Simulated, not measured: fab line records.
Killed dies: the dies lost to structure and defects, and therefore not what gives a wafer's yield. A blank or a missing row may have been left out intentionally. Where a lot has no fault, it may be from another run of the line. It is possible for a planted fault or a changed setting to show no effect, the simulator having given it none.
Which tool was responsible? -- flow nand-harc -- Sampling: 15 lots, 45 wafers, 4 of 1302 route steps

## WHAT EACH GAUGE READ, for each wafer
No reading from a measuring or inspecting step in the record can be judged against a usual standard deviation.

## EACH LOT AND THE TOOL THAT RAN IT (in order: tool; ch and the chambers of the sampled wafers; start)
lot,NHARC_A_CONTACT_DESCUM_47,NHARC_A_CONTACT_ETCH_51,NHARC_A_CONTACT_ETCH_119,NHARC_A_CONTACT_ETCH_120
L275,"rie-diel-01 ch 0,2,3, day 21 04:53","rie-diel-01 ch 1,2, day 21 08:07 or earlier","har-cap-etch-03 ch 0,1, day 21 08:07","har-cap-etch-03 ch 0,1, day 21 08:17"
L278,"rie-diel-07 ch 0,1,2, day 22 01:12","rie-diel-07 ch 0,1,3, day 22 04:52 or earlier","har-cap-etch-02 ch 0,1, day 22 04:52","har-cap-etch-02 ch 0,1, day 22 05:02"
L277,"rie-diel-01 ch 1,2,3, day 22 08:31","rie-diel-01 ch 0,3, day 22 11:46 or earlier","har-cap-etch-02 ch 0,1, day 22 11:46","har-cap-etch-02 ch 0,1, day 22 11:56"
L279,"rie-diel-07 ch 0,1, day 22 19:36","rie-diel-07 ch 1,2,3, day 22 23:26 or earlier","har-cap-etch-01 ch 0,1, day 22 23:26","har-cap-etch-01 ch 0,1, day 22 23:40"
L280,"rie-diel-07 ch 2,3, day 23 08:57","rie-diel-07 ch 2,3, day 23 12:11 or earlier","har-cap-etch-02 ch 0,1, day 23 12:11","har-cap-etch-02 ch 0,1, day 23 12:21"
L281,"rie-diel-01 ch 0,2,3, day 23 12:08","rie-diel-01 ch 0,1,2, day 23 15:21 or earlier","har-cap-etch-03 ch 0,1, day 23 15:21","har-cap-etch-03 ch 0,1, day 23 15:32"
L282,"rie-diel-07 ch 2,3, day 24 10:35","rie-diel-07 ch 1,2, day 24 13:53 or earlier","har-cap-etch-02 ch 0,1, day 24 13:53","har-cap-etch-02 ch 0,1, day 24 14:04"
L284,"rie-diel-01 ch 0,3, day 25 18:00","rie-diel-01 ch 0,1,3, day 25 22:02 or earlier","har-cap-etch-02 ch 0,1, day 25 22:02","har-cap-etch-02 ch 0,1, day 25 22:15"
L286,"rie-diel-07 ch 0,2,3, day 25 18:10","rie-diel-07 ch 1,2,3, day 25 21:54 or earlier","har-cap-etch-01 ch 0,1, day 25 21:54","har-cap-etch-01 ch 0,1, day 25 22:08"
L283,"rie-diel-01 ch 1,3, day 25 18:31","rie-diel-01 ch 0,1,3, day 25 23:08 or earlier","har-cap-etch-03 ch 0,1, day 25 23:08","har-cap-etch-03 ch 0,1, day 25 23:18"
L290,"rie-diel-05 ch 0,1,3, day 27 00:49","rie-diel-05 ch 0,2,3, day 27 04:02 or earlier","har-cap-etch-02 ch 0,1, day 27 04:02","har-cap-etch-02 ch 0,1, day 27 04:12"
L289,"rie-diel-07 ch 0,1,3, day 27 01:34","rie-diel-07 ch 1,2,3, day 27 04:52 or earlier","har-cap-etch-01 ch 0,1, day 27 04:52","har-cap-etch-01 ch 0,1, day 27 05:02"
L288,"rie-diel-05 ch 0,1,3, day 27 02:38","rie-diel-05 ch 1,3, day 27 05:58 or earlier","har-cap-etch-03 ch 0,1, day 27 05:58","har-cap-etch-03 ch 0,1, day 27 06:08"
L298,"rie-diel-01 ch 2,3, day 30 07:02","rie-diel-01 ch 0,1,2, day 30 10:24 or earlier","har-cap-etch-03 ch 0,1, day 30 10:24","har-cap-etch-03 ch 0,1, day 30 10:34"
L297,"rie-diel-01 ch 0,1, day 30 21:43","rie-diel-01 ch 0,1,3, day 31 00:56 or earlier","har-cap-etch-02 ch 0,1, day 31 00:56","har-cap-etch-02 ch 0,1, day 31 01:06"
- NHARC_A_CONTACT_DESCUM_47: chemistry O2, time 3 s.
- NHARC_A_CONTACT_ETCH_51: etches the open film in O2/COS, target depth 7000 nm, time 1820 s.
- NHARC_A_CONTACT_ETCH_119: etches the open film in C4F8/O2/Ar, time 190 s, target depth 1850 nm.
- NHARC_A_CONTACT_ETCH_120: etches the open film in C4F8/O2/Ar, time 190 s, target depth 1850 nm.

## AS READ BY THE TOOLS THEMSELVES (means over the sampled wafers that have a number; for cases with no such wafer, the mark the record gives instead)
NHARC_A_CONTACT_DESCUM_47.
lot,tool,drypump-motor-current-A (A),oes-product-au (a.u.),rf-vpp-V (V),showerhead-plenum-p-Torr (Torr),throttle-valve-pct (%)
L275,rie-diel-01,5.9,0.989,57.6,1.92,11.312
L278,rie-diel-07,5.5,0.998,58.5,1.85,11.321
L277,rie-diel-01,5.8,0.996,57.7,1.91,11.307
L279,rie-diel-07,5.3,1.013,57.1,1.81,11.313
L280,rie-diel-07,5.8,0.994,58.0,1.91,11.310
L281,rie-diel-01,5.8,1.000,58.0,1.92,11.303
L282,rie-diel-07,5.8,1.004,57.9,1.91,11.318
L284,rie-diel-01,5.9,0.995,57.9,1.96,11.315
L286,rie-diel-07,5.6,0.997,58.3,1.87,11.310
L283,rie-diel-01,5.8,1.002,58.4,1.94,11.309
L290,rie-diel-05,6.0,0.997,57.9,1.93,11.312
L289,rie-diel-07,5.8,1.000,57.8,1.87,11.318
L288,rie-diel-05,6.0,1.009,58.5,1.93,11.309
L298,rie-diel-01,5.7,1.002,57.6,1.85,11.315
L297,rie-diel-01,5.9,0.992,58.4,2.00,11.310

NHARC_A_CONTACT_ETCH_51.
lot,tool,bias-w (W),chamber-pressure-mTorr (mTorr),drypump-motor-current-A (A),oes-product-au (a.u.),rf-vpp-V (V),showerhead-plenum-p-Torr (Torr),throttle-valve-pct (%)
L275,rie-diel-01,300.5,19.992,5.9,0.998,315.1,3.20,28.329
L278,rie-diel-07,300.6,20.007,5.8,0.993,312.7,3.08,28.336
L277,rie-diel-01,299.9,19.995,5.9,1.001,315.2,3.21,28.330
L279,rie-diel-07,300.5,19.987,5.9,0.995,313.2,3.13,28.331
L280,rie-diel-07,299.6,20.000,5.8,1.005,314.2,3.11,28.326
L281,rie-diel-01,299.7,19.998,5.9,1.000,316.4,3.21,28.322
L282,rie-diel-07,300.7,19.999,5.9,1.006,313.3,3.07,28.332
L284,rie-diel-01,300.0,20.001,5.9,0.992,315.5,3.18,28.333
L286,rie-diel-07,299.9,20.028,6.0,0.990,314.4,3.11,28.335
L283,rie-diel-01,299.6,20.008,5.8,0.993,315.1,3.18,28.338
L290,rie-diel-05,299.4,20.008,6.2,1.000,313.7,3.12,28.331
L289,rie-diel-07,300.2,20.007,5.9,1.002,313.0,3.11,28.333
L288,rie-diel-05,299.9,19.989,5.7,0.995,313.6,3.07,28.329
L298,rie-diel-01,300.6,19.999,5.9,1.004,314.4,3.20,28.334
L297,rie-diel-01,299.6,19.989,5.8,1.006,315.0,3.17,28.330

NHARC_A_CONTACT_ETCH_119.
lot,tool,chamber-pressure-mTorr (mTorr),oes-air-line-au (a.u.)
L275,har-cap-etch-03,19.993,1.009
L278,har-cap-etch-02,20.006,1.009
L277,har-cap-etch-02,19.999,1.018
L279,har-cap-etch-01,20.018,1.009
L280,har-cap-etch-02,19.983,0.984
L281,har-cap-etch-03,20.007,0.991
L282,har-cap-etch-02,20.014,0.991
L284,har-cap-etch-02,20.014,1.009
L286,har-cap-etch-01,19.983,0.983
L283,har-cap-etch-03,20.007,1.000
L290,har-cap-etch-02,20.004,1.011
L289,har-cap-etch-01,20.027,1.003
L288,har-cap-etch-03,19.998,0.986
L298,har-cap-etch-03,19.986,1.010
L297,har-cap-etch-02,20.018,0.974

NHARC_A_CONTACT_ETCH_120.
lot,tool,chamber-pressure-mTorr (mTorr),oes-air-line-au (a.u.)
L275,har-cap-etch-03,20.013,0.993
L278,har-cap-etch-02,19.997,0.990
L277,har-cap-etch-02,20.019,0.996
L279,har-cap-etch-01,19.985,1.010
L280,har-cap-etch-02,19.971,0.998
L281,har-cap-etch-03,20.017,1.025
L282,har-cap-etch-02,19.997,1.007
L284,har-cap-etch-02,19.996,1.015
L286,har-cap-etch-01,20.004,1.023
L283,har-cap-etch-03,19.990,0.979
L290,har-cap-etch-02,-,-
L289,har-cap-etch-01,-,-
L288,har-cap-etch-03,-,-
L298,har-cap-etch-03,20.005,0.975
L297,har-cap-etch-02,20.001,1.013

## THE ANSWER, worked out from the rows above alone
Rule: the usual values come from the lots themselves. Put in order of their means at a reading, lots are off if they are a third of the lots or fewer, leave a main group of 4 or more, and stand apart from it by a gap of 3 or more times the standard deviation of the main group's means; of several such gaps the widest counts. A main group whose means are all the same, to the digits that the tables above print for the reading, isn't used. A lot without any number at a reading at which 4 lots or more have one is off too. Any other lot the step has rows for is counted as sound. The gauges are gone through in route order, then the tools' own readings, and for those a lot's mean is taken as printed above. At the first step where some lot is off, the reading lying furthest off is the one used; lots without a number count as furthest.
Off, at NHARC_A_CONTACT_ETCH_120 on chamber-pressure-mTorr: L290, L289, L288. Without a number there: L290, L289, L288. Mean 20.000 mTorr and standard deviation 0.013 in the main group.
A tool fits if, at that step or a process step before it, it ran every lot that is off, and no sound lot after the first of them. NHARC_A_CONTACT_ETCH_51 gives no start for some lots, so the hours and the order of its lots are those of NHARC_A_CONTACT_ETCH_119. Of those tried, none fits.

## WHAT THE SIMULATOR HAD INSERTED
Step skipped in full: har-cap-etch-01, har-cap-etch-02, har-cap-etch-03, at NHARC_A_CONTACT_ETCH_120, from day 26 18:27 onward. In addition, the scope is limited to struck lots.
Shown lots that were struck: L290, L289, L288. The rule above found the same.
